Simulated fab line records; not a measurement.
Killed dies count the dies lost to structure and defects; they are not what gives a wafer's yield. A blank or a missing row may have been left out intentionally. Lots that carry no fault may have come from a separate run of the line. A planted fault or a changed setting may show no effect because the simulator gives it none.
A struck lot beside a sound one :: flow n5-finfet :: 16 out of 1938 route steps
Sound: wafers L938.2, L938.5, L938.6. Struck: wafer L927.1 (left out: L927.5, L927.6 of the same lot, which were not struck); the cause appears at the end.
Each step with rows lists, per side, the tool, then ch with its chambers, then its first start. Under that, the readings that differ: sound wafers :: struck wafers :: difference of the means :: sigmas: that difference in standard deviations of wafers without a fault.
alike: readings with means less than 2 such deviations apart, plus words and numbers identical on both sides. not compared: withheld readings, readings lacking a value on some wafer, bounds such as >300 that could conceal the same value, and numbers that have no deviation in the record and whose values overlap.
Wherever a step has rows on one side only, a row that says differs or no value, or a row with sigmas, the two part there. Numbers that don't overlap but have no deviation are shown without sigmas and don't part them. Lack of a reading on every wafer of one side parts them only where that side has two or more wafers.

first, 8 steps without rows for these wafers: N5_SD_EPI_P_COAT_34 (time 60 s, resist thk 350 nm); N5_SD_EPI_P_COAT_35 (time 60 s, resist thk 35 nm); N5_SD_EPI_P_COAT_03 (resist thk 150 nm); N5_SD_EPI_P_EBR_05; N5_SD_EPI_P_SOFTBAKE_04 (time 60 s); N5_SD_EPI_P_EXPOSE_06 (exposes mask SD P BLK, target cd 240 nm); N5_SD_EPI_P_PEB_07 (peb time 60 s); N5_SD_EPI_P_DEVELOP_08 (develop time 30 s).
N5_SD_EPI_P_CD_MEAS_09 targets a cd of 240 nm.
  sound on cd-sem-03 ch 0, day 7 07:01; struck on cd-sem-01 ch 0, day 4 13:17
  alike: cd-nm
N5_SD_EPI_P_OVL_MEAS_10:
  sound on overlay-02 ch 0, day 7 07:02; struck on overlay-02 ch 0, day 4 13:19
  alike: SD_P_BLK_OVL
N5_SD_EPI_P_INSPECT_11: inspects for defects (macro).
  sound on defect-inspect-02 at day 7 07:04; struck on defect-inspect-02 at day 4 13:20
  alike: raw-defect-count
N5_SD_EPI_P_DESCUM_14: chemistry O2, time 7.9 s.
  sound on rie-diel-04 ch 1,3, day 7 07:05; struck on rie-diel-05 ch 0, day 4 13:22
  alike: drypump-motor-current-A, oes-product-au, rf-vpp-V, showerhead-plenum-p-Torr, throttle-valve-pct
  not compared: rf-hours-counter-h
N5_SD_EPI_P_ETCH_36: etches SiARC in CF4, target depth 45.5 nm, time 75.8 s.
  sound on rie-diel-04 ch 1,3, day 7 07:08; struck on rie-diel-05 ch 0, day 4 13:24
reading: etch-rf-on-time-s (s)
sound: 75.4 77.8 75.8
struck: 48.3
difference: -28.0
sigmas: -15
  alike: bias-w, drypump-motor-current-A, oes-product-au, rf-vpp-V, showerhead-plenum-p-Torr, throttle-valve-pct
  not compared: rf-hours-counter-h
N5_SD_EPI_P_ETCH_37: etches SOC in N2/H2, overetch 108 nm, time 486 s.
  sound on rie-diel-04 ch 1,3, day 7 07:11; struck on rie-diel-05 ch 0, day 4 13:28
  alike: bias-w, drypump-motor-current-A, oes-product-au, rf-vpp-V, showerhead-plenum-p-Torr, throttle-valve-pct
  not compared: rf-hours-counter-h
-- a jump in the record: the struck wafers' starts before and after are 6 days apart (it breaks off in module SD_EPI_P and resumes in module BEOL_M4, where the first step shown is number 1111 of the route) --
N5_BEOL_M4_RC_MEAS_101:
  sound on prober-01 ch 0, day 13 00:11; struck on prober-02 ch 0, day 10 01:42
  alike: DIBL_N, DIBL_P, IOFF_N, IOFF_P, ION_N, ION_P, SS_N, SS_P, VT_N, VT_P
-- a jump in the record: the struck wafers' starts before and after are 4 days apart (it breaks off in module BEOL_M4 and resumes in module PASSIVATION, where the first step shown is number 1936 of the route) --
N5_PASSIVATION_PROBE_49:
  rows exist in the record for the struck wafers here (prober-01, day 14 04:50), but not for the sound ones

## WHERE THEY PART
At N5_SD_EPI_P_ETCH_36 first; at N5_PASSIVATION_PROBE_49 last (within this record only).

WHY: what the simulator had put in
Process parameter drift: rie-diel-05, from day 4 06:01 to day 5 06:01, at N5_SD_EPI_P_ETCH_36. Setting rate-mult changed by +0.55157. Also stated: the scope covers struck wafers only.
